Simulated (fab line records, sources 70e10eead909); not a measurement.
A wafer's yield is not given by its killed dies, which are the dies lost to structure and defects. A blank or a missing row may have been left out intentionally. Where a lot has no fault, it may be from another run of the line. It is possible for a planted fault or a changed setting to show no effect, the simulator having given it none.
Chamber matching | flow nand harc | 4 sister chambers for NHARC_A_CHANNEL_HOLE_D1_DESCUM_15 on rie diel-08
The step chemistry O2, time 3 s. 24 wafers are shown with their chamber, then 12 later ones without.

== WAFERS WITH THEIR CHAMBER ==
wafer  | chamber | drypump motor current A (A) | oes product au (a.u.) | rf vpp V (V)
L074.3 | 1       | 6.3                         | 0.991                 | 57.9
L074.4 | 2       | 6.3                         | 0.992                 | 58.3
L074.5 | 1       | 6.3                         | 0.984                 | 58.3
L076.2 | 1       | 6.3                         | 0.991                 | 57.3
L076.4 | 2       | 6.3                         | 0.991                 | 56.4
L076.6 | 2       | 6.3                         | 0.992                 | 57.2
L079.1 | 0       | 6.1                         | 0.990                 | 58.1
L079.2 | 2       | 6.3                         | 0.985                 | 57.7
L079.5 | 1       | 6.3                         | 0.981                 | 57.5
L080.3 | 3       | 6.3                         | 1.013                 | 59.0
L080.4 | 1       | 6.3                         | 1.014                 | 58.1
L080.5 | 0       | 6.0                         | 1.013                 | 57.9
L083.2 | 3       | 6.3                         | 1.009                 | 58.1
L083.3 | 0       | 6.1                         | 1.000                 | 58.1
L083.5 | 1       | 6.3                         | 0.995                 | 59.8
L084.1 | 1       | 6.3                         | 0.988                 | 57.2
L084.2 | 3       | 6.3                         | 1.008                 | 58.3
L084.3 | 0       | 6.1                         | 0.992                 | 58.5
L084.4 | 2       | 6.3                         | 0.988                 | 58.3
L084.5 | 2       | 6.3                         | 0.981                 | 57.0
L084.6 | 3       | 6.3                         | 1.010                 | 59.3
L087.2 | 0       | 6.1                         | 1.001                 | 57.7
L087.4 | 2       | 6.3                         | 0.981                 | 58.4
L087.5 | 2       | 6.3                         | 0.983                 | 57.9

SIGNATURES, as means of the wafers listed above
reading                 | chamber 0 | chamber 1 | chamber 2 | chamber 3 | scatter within a chamber
drypump motor current A | 6.080     | 6.300     | 6.300     | 6.300     | 0.02
oes product au          | 0.99920   | 0.99200   | 0.98662   | 1.01000   | 0.00774
rf vpp V                | 58.060    | 58.014    | 57.650    | 58.675    | 0.697
Rule: distance of a wafer from a chamber = root of the sum over the readings of ((wafer's reading minus chamber's mean) / reading's scatter) squared. If the next closest chamber is less than 2 further off than the closest, the wafer can't be placed; otherwise it belongs to the closest. The scatter: the root of (the sum of the squares of (reading less its chamber's mean) over the shown wafers, divided by (wafers less chambers)).

== WAFERS WHOSE CHAMBER IS MISSING ==
wafer  | drypump motor current A (A) | oes product au (a.u.) | rf vpp V (V)
L092.3 | 6.1                         | 1.011                 | 57.8
L092.4 | 6.3                         | 0.985                 | 57.5
L092.6 | 6.3                         | 0.996                 | 58.1
L091.2 | 6.3                         | 1.016                 | 59.3
L091.3 | 6.3                         | 0.989                 | 59.2
L091.4 | 6.1                         | 1.006                 | 58.9
L093.1 | 6.3                         | 0.981                 | 58.4
L093.3 | 6.1                         | 1.004                 | 57.5
L093.6 | 6.3                         | 1.010                 | 56.8
L096.1 | 6.1                         | 0.997                 | 58.5
L096.3 | 6.3                         | 0.992                 | 59.2
L096.5 | 6.3                         | 1.020                 | 59.9

== CHAMBER TAKEN BY EACH ==
wafer  | from the rows above          | in truth
L092.3 | 0                            | 0
L092.4 | can't be placed: 2 or 1      | 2
L092.6 | can't be placed: 1 or 2 or 3 | 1
L091.2 | 3                            | 3
L091.3 | can't be placed: 1 or 2 or 3 | 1
L091.4 | 0                            | 0
L093.1 | can't be placed: 2 or 1      | 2
L093.3 | 0                            | 0
L093.6 | can't be placed: 3 or 1 or 2 | 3
L096.1 | 0                            | 0
L096.3 | can't be placed: 1 or 2 or 3 | 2
L096.5 | 3                            | 3
Placed correctly: 6 of 12. Unplaceable from these rows: 6, with the true chamber sitting among the candidates in 6. Wrongly placed: 0.
